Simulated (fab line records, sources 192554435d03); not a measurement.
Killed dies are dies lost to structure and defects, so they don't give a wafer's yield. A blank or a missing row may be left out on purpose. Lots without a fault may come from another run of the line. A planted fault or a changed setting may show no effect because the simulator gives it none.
fab line records | flow n5_finfet
record lots=6 wafers=18 last_day=16
route steps=1938 shown PASSIVATION@1900
lots that met no fault: from a run of the same line without faults
start_h: hours from the record's first day to the start of the lot's first wafer shown | wait_h: hours since the lot's step before | " the same as in the row above | L1.1+2: a row that stands for several wafers | - no value, or no start given | * or withheld: withheld | < > ~ a bound
route shown NAME@n: a module of which the file shows steps, and the number in the route of the first | usual: mean/standard deviation of fault-free wafers | same: alike in all rows | chamber/n: place in a boat | sites: the reading at each site | _std_site: their standard deviation | _edge_site: outer sites' mean less inner sites' | radius_mm: how far each site lies from the wafer's centre | mask NAME#n: copy n | behind: the tool/chamber that last shaped the wafer | hold: why the lot was held/for how many hours/how that ended | device: the transistor (n, p or np) that didn't switch | end of line: the same wafers' tests at the end of the route | a step without rows: its recipe alone | killed: dies lost to structure and defects at the first sort, not the wafer's yield | map: a wafer's dies, x killed, . not, _ none there
set.NAME: the setting as run; set.NAME@STEP: as run at that earlier step | model.NAME: the simulator's own value behind a step, which no gauge read
lots at some steps of the route; a table a step, a row a wafer
services: from which hour (start_h, from the record's first day; less than 0 if before it) a tool's chamber was out of use, for how many hours, and why
## steps
# step N5_PASSIVATION_SOFTBAKE_25
# recipe temp_c=100 time_s=90
# step N5_PASSIVATION_EXPOSE_27
# recipe mask_id=PAD na=0.55 source_shape=conventional sigma_outer=0.8 polarization=unpolarized defocus_nm=0 dose_mj=32.3
# step N5_PASSIVATION_PEB_28
# recipe peb_temp_c=withheld peb_time_s=*
# step N5_PASSIVATION_DEVELOP_29
# recipe develop_time_s=60 rinse_liquid=diw dry=air_spin dev_temp_c=21
# step N5_PASSIVATION_HARDBAKE_31
# recipe temp_c=130 time_s=120
# step N5_PASSIVATION_CD_MEAS_30
# recipe target_cd_nm=4000 landing_energy_ev=500 detector=se_inlens polarity=opening
# usual cd_nm=4001.4/1.9
# columns lot.wafer tool chamber start_h wait_h cd_nm
L676.3 cd_sem-02 0 283.86 - 4000.0
L676.4 " 0 " " 3998.6
L676.6 " 0 " " 3998.5
L683.1 cd_sem-01 0 326.89 - 4000.9
L683.3 " 0 " " 3999.5
L683.5 " 0 " " 4003.0
L685.3 cd_sem-01 0 348.00 - 4000.3
L685.5 " 0 " " 4001.3
L685.6 " 0 " " 4005.2
L684.2 cd_sem-01 0 350.33 - 4002.4
L684.4 " 0 " " 4000.6
L684.6 " 0 " " 4003.7
L690.1 cd_sem-02 0 364.28 - 4002.9
L690.2 " 0 " " 4004.9
L690.3 " 0 " " 4001.7
L693.3 cd_sem-01 0 387.58 - 4002.6
L693.4 " 0 " " 4003.8
L693.5 " 0 " " 4000.6
# step N5_PASSIVATION_OVL_MEAS_63
# recipe points_per_wafer=44
# usual PAD_OVL=1/5.4
# columns lot.wafer tool chamber start_h wait_h PAD_OVL[nm]
L676.3 overlay-01 0 283.90 0.0 3
L676.4 " 0 " " 9
L676.6 " 0 " " 0
L683.1 overlay-01 0 326.92 0.0 12
L683.3 " 0 " " 8
L683.5 " 0 " " 15
L685.3 overlay-02 0 348.03 0.0 1
L685.5 " 0 " " 3
L685.6 " 0 " " 4
L684.2 overlay-02 0 350.36 0.0 2
L684.4 " 0 " " 2
L684.6 " 0 " " 1
L690.1 overlay-02 0 364.31 0.0 -13
L690.2 " 0 " " -9
L690.3 " 0 " " 0
L693.3 overlay-01 0 387.61 0.0 -1
L693.4 " 0 " " -3
L693.5 " 0 " " 3
# step N5_PASSIVATION_INSPECT_64
# recipe mode=adi inspect_instrument=macro
# usual raw_defect_count=1.9/1.5
# columns lot.wafer tool chamber start_h wait_h raw_defect_count
L676.3 defect_inspect-02 - 283.92 0.0 0
L676.4 " - " " 2
L676.6 " - " " 3
L683.1 defect_inspect-01 - 326.94 0.0 3
L683.3 " - " " 3
L683.5 " - " " 4
L685.3 defect_inspect-01 - 348.05 0.0 1
L685.5 " - " " 4
L685.6 " - " " 2
L684.2 defect_inspect-01 - 350.38 0.0 3
L684.4 " - " " 1
L684.6 " - " " 4
L690.1 defect_inspect-01 - 364.33 0.0 1
L690.2 " - " " 5
L690.3 " - " " 1
L693.3 defect_inspect-02 - 387.63 0.0 1
L693.4 " - " " 1
L693.5 " - " " 4
# step N5_PASSIVATION_DESCUM_32
# recipe chemistry=O2 time_s=7.9 source_power_w=50 bias_power_w=20 pressure_mtorr=20 rf_frequency_hz=2.712e+07 temp_c=40 o2_flow_sccm=225
# usual drypump_motor_current_A=5.5/0.51 oes_product_au=0.81/0.088 rf_vpp_V=243.1/1.4 showerhead_plenum_p_Torr=2.09/0.074 throttle_valve_pct=20.46/0.2
# columns lot.wafer tool chamber start_h wait_h drypump_motor_current_A oes_product_au rf_hours_counter_h rf_vpp_V showerhead_plenum_p_Torr throttle_valve_pct
L676.3 rie_diel-06 1 283.95 0.0 5.4 0.76 137 244.9 2.12 20.61
L676.4 " 0 " " 5.0 0.70 224 243.8 2.14 20.66
L676.6 " 3 " " 4.9 0.77 - 241.0 2.02 20.23
L683.1 rie_diel-01 0 326.98 0.0 5.6 1.01 3 242.9 2.06 20.38
L683.3 " 3 " " 6.5 0.79 101 244.6 2.20 20.26
L683.5 " 1 " " 5.7 0.85 - 241.1 2.04 20.31
L685.3 rie_diel-03 3 348.12 0.1 5.8 0.85 79 242.7 2.13 20.56
L685.5 " 1 " " 4.8 0.75 - 240.9 2.01 20.18
L685.6 " 0 " " 6.3 0.92 - 244.4 2.15 20.47
L684.2 rie_diel-06 2 350.61 0.2 5.2 0.75 172 241.7 2.01 20.70
L684.4 " 0 " " 5.0 0.68 249 244.4 2.13 20.72
L684.6 " 2 " " 5.2 0.76 - 241.1 2.01 20.68
L690.1 rie_diel-01 3 364.37 0.0 6.5 0.78 114 244.9 2.20 20.27
L690.2 " 2 " " 5.1 0.73 176 245.9 2.17 20.80
L690.3 " 0 " " 5.6 0.97 16 242.8 2.05 20.41
L693.3 rie_diel-03 1 387.71 0.1 4.8 0.74 170 242.0 2.00 20.21
L693.4 " 0 " " 6.2 0.90 32 243.8 2.14 20.48
L693.5 " 2 " " 5.7 0.89 - 245.8 2.23 20.28
# step N5_PASSIVATION_AL_ETCH_33
# recipe chemistry=Cl2/BCl3 target_depth_a=28000 over_etch_frac=0.15 Cl2_flow_sccm=180 bcl3_flow_sccm=60 target=Al stop_on=TaN time_s=466.7 ion_energy_ev=100 pressure_mtorr=10 icp_w=900 bias_w=100
# usual drypump_motor_current_A=5.8/0.58 oes_product_au=0.70/0.11 throttle_valve_pct=34.35/0.25
# columns lot.wafer tool chamber start_h wait_h drypump_motor_current_A oes_product_au rf_hours_counter_h throttle_valve_pct
L676.3 rie_metal-03 0 284.31 0.3 6.7 0.61 - 34.45
L676.4 " 0 " " 6.7 0.61 - 34.45
L676.6 " 0 " " 6.7 0.61 - 34.47
L683.1 rie_metal-01 1 327.09 0.1 5.5 0.67 54 34.14
L683.3 " 0 " " 5.9 0.81 - 34.15
L683.5 " 0 " " 5.9 0.81 - 34.16
L685.3 rie_metal-03 0 348.34 0.2 6.7 0.60 - 34.45
L685.5 " 1 " " 4.8 0.82 - 34.34
L685.6 " 0 " " 6.7 0.60 - 34.46
L684.2 rie_metal-03 0 350.69 0.1 6.6 0.59 98 34.49
L684.4 " 1 " " 4.8 0.83 - 34.29
L684.6 " 0 " " 6.6 0.59 - 34.46
L690.1 rie_metal-02 0 364.46 0.1 5.9 0.57 103 34.55
L690.2 " 0 " " 5.9 0.57 - 34.54
L690.3 " 0 " " 5.9 0.56 - 34.56
L693.3 rie_metal-01 1 387.93 0.2 5.5 0.67 - 34.12
L693.4 " 0 " " 5.9 0.79 - 34.17
L693.5 " 0 " " 5.9 0.78 - 34.17
# step N5_PASSIVATION_ETCH_59
# recipe chemistry=Cl2/BCl3 target=TaN target_depth_a=650 time_s=34.9 ion_energy_ev=100 pressure_mtorr=10 icp_w=900 bias_w=100 Cl2_flow_sccm=60 bcl3_flow_sccm=30
# usual drypump_motor_current_A=5.8/0.58 oes_product_au=0.77/0.12 throttle_valve_pct=21.18/0.24
# columns lot.wafer tool chamber start_h wait_h drypump_motor_current_A oes_product_au rf_hours_counter_h throttle_valve_pct
L676.3 rie_metal-03 0 284.90 0.5 6.7 0.67 - 21.28
L676.4 " 0 " " 6.7 0.68 - 21.28
L676.6 " 0 " " 6.6 0.67 - 21.27
L683.1 rie_metal-01 1 327.50 0.3 5.5 0.74 54 21.11
L683.3 " 0 " " 5.9 0.91 - 20.86
L683.5 " 0 " " 5.9 0.90 - 20.88
L685.3 rie_metal-03 0 348.64 0.2 6.7 0.67 - 21.26
L685.5 " 1 " " 4.8 0.93 - 21.05
L685.6 " 0 " " 6.7 0.67 - 21.27
L684.2 rie_metal-03 0 351.10 0.3 6.6 0.66 99 21.28
L684.4 " 1 " " 4.8 0.91 - 21.09
L684.6 " 0 " " 6.7 0.66 - 21.27
L690.1 rie_metal-02 0 365.26 0.7 5.9 0.62 104 21.43
L690.2 " 0 " " 5.9 0.63 - 21.42
L690.3 " 0 " " 5.9 0.62 - 21.45
L693.3 rie_metal-01 1 388.23 0.2 5.5 0.71 - 21.15
L693.4 " 0 " " 5.9 0.88 - 20.88
L693.5 " 0 " " 5.9 0.87 - 20.88
# step N5_PASSIVATION_STRIP_34
# recipe chemistry=O2 power_w=600 temp_c=60 pressure_mtorr=30 rf_frequency_hz=6e+07 bias_power_w=0 overash_fraction=2 o2_flow_sccm=225
# usual chamber_pressure_mTorr=29.99/0.089 drypump_motor_current_A=5.5/0.5 oes_product_au=0.79/0.085 rf_vpp_V=3.6/1.5 showerhead_plenum_p_Torr=2.09/0.072 throttle_valve_pct=16.70/0.22
# same bias_power_w=0
# columns lot.wafer tool chamber start_h wait_h chamber_pressure_mTorr drypump_motor_current_A oes_product_au rf_hours_counter_h rf_vpp_V showerhead_plenum_p_Torr throttle_valve_pct
L676.3 rie_diel-03 3 285.06 0.1 29.90 5.8 0.89 52 2.4 2.14 16.78
L676.4 " 2 " " 30.15 5.8 0.66 - 3.0 1.98 16.93
L676.6 " 3 " " 30.00 5.8 0.90 - 5.3 2.14 16.68
L683.1 rie_diel-01 3 327.61 0.1 29.88 6.5 0.78 102 4.9 2.21 16.45
L683.3 " 0 " " 30.02 5.6 1.00 3 3.3 2.06 16.50
L683.5 " 0 " " 29.85 5.7 1.00 - 6.5 2.06 16.49
L685.3 rie_diel-03 3 348.73 0.1 29.98 5.8 0.83 79 7.1 2.13 16.76
L685.5 " 1 " " 29.97 4.9 0.73 - 3.6 2.01 16.45
L685.6 " 0 " " 30.05 6.3 0.92 - 2.8 2.15 16.61
L684.2 rie_diel-01 3 351.21 0.1 29.82 6.5 0.77 110 3.7 2.21 16.53
L684.4 " 0 " " 29.86 5.6 0.94 11 1.8 2.06 16.59
L684.6 " 2 " " 29.92 5.2 0.72 - 2.3 2.17 17.07
L690.1 rie_diel-06 1 365.47 0.2 29.90 5.4 0.75 171 3.4 2.11 16.86
L690.2 " 3 " " 29.93 4.9 0.75 149 5.1 2.02 16.52
L690.3 " 2 " " 29.86 5.2 0.75 179 2.8 2.01 16.94
L693.3 rie_diel-01 1 388.31 0.1 29.96 5.7 0.84 79 1.5 2.04 16.57
L693.4 " 3 " " 29.86 6.5 0.79 122 3.8 2.20 16.50
L693.5 " 2 " " 30.09 5.1 0.73 - 3.2 2.17 17.12
# step N5_PASSIVATION_STRIP_51
# recipe chemistry=post_etch_residue_remover time_s=1200 temp_c=72.5
# usual bath_guard_temp_C=72.5/0.64 bath_heat_duty_pct=14.9/1.5
# columns lot.wafer tool chamber start_h wait_h bath_guard_temp_C bath_heat_duty_pct
L676.3 wet_bench-06 7 285.13 - 72.0 14.2
L676.4 " 3 " " 72.6 15.3
L676.6 " 2 " " 72.8 11.8
L683.1 wet_bench-05 6 327.68 - 71.4 11.5
L683.3 " 1 " " 73.6 15.4
L683.5 " 2 " " 72.2 14.0
L685.3 wet_bench-06 3 348.79 - - -
L685.5 " 5 " " - -
L685.6 " 4 " " - -
L684.2 wet_bench-03 5 351.28 - - -
L684.4 " 3 " " - -
L684.6 " 6 " " - -
L690.1 wet_bench-03 4 365.54 - 72.1 14.2
L690.2 " 1 " " 71.2 14.9
L690.3 " 2 " " 71.9 16.7
L693.3 wet_bench-05 0 388.38 - 72.1 14.8
L693.4 " 3 " " 73.5 16.0
L693.5 " 5 " " 71.8 14.8
# step N5_PASSIVATION_CLEAN_69
# recipe chemistry=IPA time_s=180 temp_c=25
# step N5_PASSIVATION_PROBE_49
# usual defect_limited_yield=91.3/1.5 killed_at_M0_to_M3=34/9.4 killed_at_M4_up=13/5.3 killed_at_contacts=13/5.7 killed_at_front_end=40/10 killed_at_other=3.7/2.8 killed_dies=103/17 killed_open=67/13 killed_short=35/8.5 sort_bin_5_function=5.0/0.98 sort_bin_6_memory=3.3/0.7 sort_n_pass=1077/17 sort_yield_pct=91.3/1.5
# same gross_dies=1180 killed_at_back_side=0 sort_bin_4_leakage[%]=0 sort_bin_8_speed[%]=0
# columns lot.wafer tool chamber start_h wait_h defect_limited_yield[%] killed_at_M0_to_M3 killed_at_M4_up killed_at_contacts killed_at_front_end killed_at_other killed_dies killed_open killed_short sort_bin_5_function[%] sort_bin_6_memory[%] sort_n_pass sort_yield_pct[%]
L676.3 prober-01 - 289.61 0.1 91.9 34 11 7 43 0 95 62 30 5.3 2.5 1085 91.9
L676.4 prober-01 - 289.66 0.2 93.4 24 10 5 34 5 78 52 24 4.2 1.9 1102 93.4
L676.6 prober-01 - 289.76 0.3 90.9 33 11 14 39 10 107 74 32 5.8 3.0 1073 90.9
L683.3 prober-01 - 332.67 0.1 92.7 24 11 18 32 1 86 43 38 3.8 3.1 1094 92.7
L683.5 prober-01 - 332.77 0.2 90.0 43 17 19 38 1 118 79 39 5.8 3.6 1062 90.0
L685.3 prober-02 - 353.27 0.1 91.1 33 12 5 54 1 105 62 40 4.5 3.7 1075 91.1
L685.5 prober-02 - 353.37 0.2 91.9 29 10 12 38 7 96 58 38 4.7 3.2 1084 91.9
L685.6 prober-02 - 353.42 0.3 91.2 30 12 6 52 4 104 65 36 5.0 3.5 1076 91.2
L684.2 prober-01 - 355.57 0.1 91.4 23 14 10 51 4 102 59 36 4.8 3.1 1078 91.4
L684.4 prober-01 - 355.67 0.2 91.4 37 10 6 46 3 102 69 31 5.6 2.5 1078 91.4
L684.6 prober-01 - 355.77 0.3 91.0 24 9 8 63 2 106 78 28 5.8 2.9 1074 91.0
# killed by level:class
L676.3 STI_FIN_REVEAL:geometric_particle:open=19 BEOL_M1:geometric_particle:open=10 FIN_SAQP:geometric_particle:short=8 MOL_CONTACT_COAG:geometric_particle:open=6 BEOL_M3:geometric_particle:open=5 GATE_CUT:geometric_particle:short=4 BEOL_M0_SAQP:geometric_particle:open=4 BEOL_M0:geometric_particle:open=4
L676.4 STI_FIN_REVEAL:geometric_particle:open=14 FIN_SAQP:geometric_particle:short=5 BEOL_M0_SAQP:geometric_particle:open=5 BEOL_M2:geometric_particle:open=5 STI_FIN_REVEAL:geometric_particle:short=4 MOL_CONTACT_COAG:geometric_particle:open=4 BEOL_M1:geometric_particle:open=4 BEOL_M4:geometric_particle:open=4
L676.6 STI_FIN_REVEAL:geometric_particle:open=14 BEOL_M1:geometric_particle:open=9 MOL_CONTACT_COAG:geometric_particle:open=8 STARTING-WAFER:geometric_particle:open=7 FIN_SAQP:geometric_particle:short=6 FIN_SAQP:geometric_particle:open=6 MOL_CONTACT_COAG:geometric_particle:short=6 BEOL_M3:geometric_particle:open=6
L683.3 MOL_CONTACT_COAG:geometric_particle:open=9 MOL_CONTACT_COAG:geometric_particle:short=9 FIN_SAQP:geometric_particle:short=7 GATE_CUT:geometric_particle:short=6 BEOL_M2:geometric_particle:short=6 BEOL_M2:geometric_particle:open=6 STI_FIN_REVEAL:geometric_particle:open=4 BEOL_M3:geometric_particle:open=4
L683.5 BEOL_M3:geometric_particle:open=21 MOL_CONTACT_COAG:geometric_particle:open=13 FIN_SAQP:geometric_particle:short=8 BEOL_M0:geometric_particle:open=7 GATE_CUT:geometric_particle:short=6 MOL_CONTACT_COAG:geometric_particle:short=6 BEOL_M1:geometric_particle:open=5 BEOL_M4:geometric_particle:open=5
L685.3 FIN_SAQP:geometric_particle:short=16 FIN_SAQP:geometric_particle:open=13 BEOL_M0_SAQP:geometric_particle:short=10 BEOL_M0_SAQP:geometric_particle:open=6 BEOL_M1:geometric_particle:open=6 BEOL_M2:geometric_particle:open=5 DUMMY_GATE:geometric_particle:open=4 MOL_CONTACT_COAG:geometric_particle:open=4
L685.5 FIN_SAQP:geometric_particle:open=11 MOL_CONTACT_COAG:geometric_particle:open=10 FIN_SAQP:geometric_particle:short=8 STI_FIN_REVEAL:geometric_particle:open=6 BEOL_M0_SAQP:geometric_particle:short=6 BEOL_M2:geometric_particle:open=5 BEOL_M0_SAQP:geometric_particle:open=5 BEOL_M3:geometric_particle:open=5
L685.6 FIN_SAQP:geometric_particle:open=15 FIN_SAQP:geometric_particle:short=10 STI_FIN_REVEAL:geometric_particle:open=9 BEOL_M1:geometric_particle:open=7 BEOL_M0_SAQP:geometric_particle:short=6 STARTING-WAFER:geometric_particle:short=5 MOL_CONTACT_COAG:geometric_particle:open=4 BEOL_M0_SAQP:geometric_particle:open=4
L684.2 MOL_CONTACT_COAG:geometric_particle:open=10 FIN_SAQP:geometric_particle:short=9 FIN_SAQP:geometric_particle:open=9 BEOL_M3:geometric_particle:open=7 ILD0:geometric_particle:open=6 ILD0:geometric_particle:short=6 BEOL_M4:geometric_particle:open=6 BEOL_M2:geometric_particle:short=5
L684.4 FIN_SAQP:geometric_particle:open=13 BEOL_M0_SAQP:geometric_particle:open=9 BEOL_M3:geometric_particle:open=7 BEOL_M0_SAQP:geometric_particle:short=6 BEOL_M2:geometric_particle:open=6 FIN_SAQP:geometric_particle:short=5 STI_FIN_REVEAL:geometric_particle:open=5 GATE_CUT:geometric_particle:open=5
L684.6 FIN_SAQP:geometric_particle:open=19 STI_FIN_REVEAL:geometric_particle:open=15 GATE_CUT:geometric_particle:open=8 MOL_CONTACT_COAG:geometric_particle:open=6 BEOL_M3:geometric_particle:open=6 BEOL_M4:geometric_particle:open=6 BEOL_M0_SAQP:geometric_particle:short=5 FIN_SAQP:geometric_particle:short=4
## services
# columns tool chamber start_h hours kind
rie_metal-02 1 271.24 5.2 repair
rie_diel-03 0 272.04 - clean
rie_diel-03 0 272.04 - consumable_replace:focus_ring
rie_diel-03 0 272.04 22.2 scheduled_down
rie_diel-03 0 272.04 22.2 vent_cycle
rie_metal-03 1 277.80 - clean
rie_metal-03 1 277.80 20.5 scheduled_down
rie_metal-03 1 277.80 20.5 vent_cycle
rie_diel-03 2 294.28 - clean
rie_diel-03 2 294.28 - consumable_replace:focus_ring
rie_diel-03 2 294.28 - consumable_replace:showerhead
rie_diel-03 2 294.28 25.3 scheduled_down
rie_diel-03 2 294.28 25.3 vent_cycle
rie_diel-01 0 299.89 - clean
rie_diel-01 0 299.89 - consumable_replace:focus_ring
rie_diel-01 0 299.89 15.7 scheduled_down
rie_diel-01 0 299.89 15.7 vent_cycle
rie_metal-02 - 302.62 28.1 pm
rie_diel-06 2 336.84 9.5 repair
rie_metal-03 - 337.06 2.0 repair
rie_diel-06 0 353.07 - clean
rie_diel-06 0 353.07 - consumable_replace:focus_ring
rie_diel-01 - 354.60 0.3 repair
rie_metal-03 0 365.76 3.1 repair
## key
first_sign step=N5_PASSIVATION_STRIP_51 reading=tool_record direction=missing
effect none on later readings
met_at N5_PASSIVATION_STRIP_51
struck_wafers L684.2,L684.4,L684.6,L685.3,L685.5,L685.6
onset_between 285.13 348.79
fault kind=skipped_step_whole tool=wet_bench-03,wet_bench-06 chamber=- onset_h=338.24 steps=N5_PASSIVATION_STRIP_51 scope=struck_lots_only
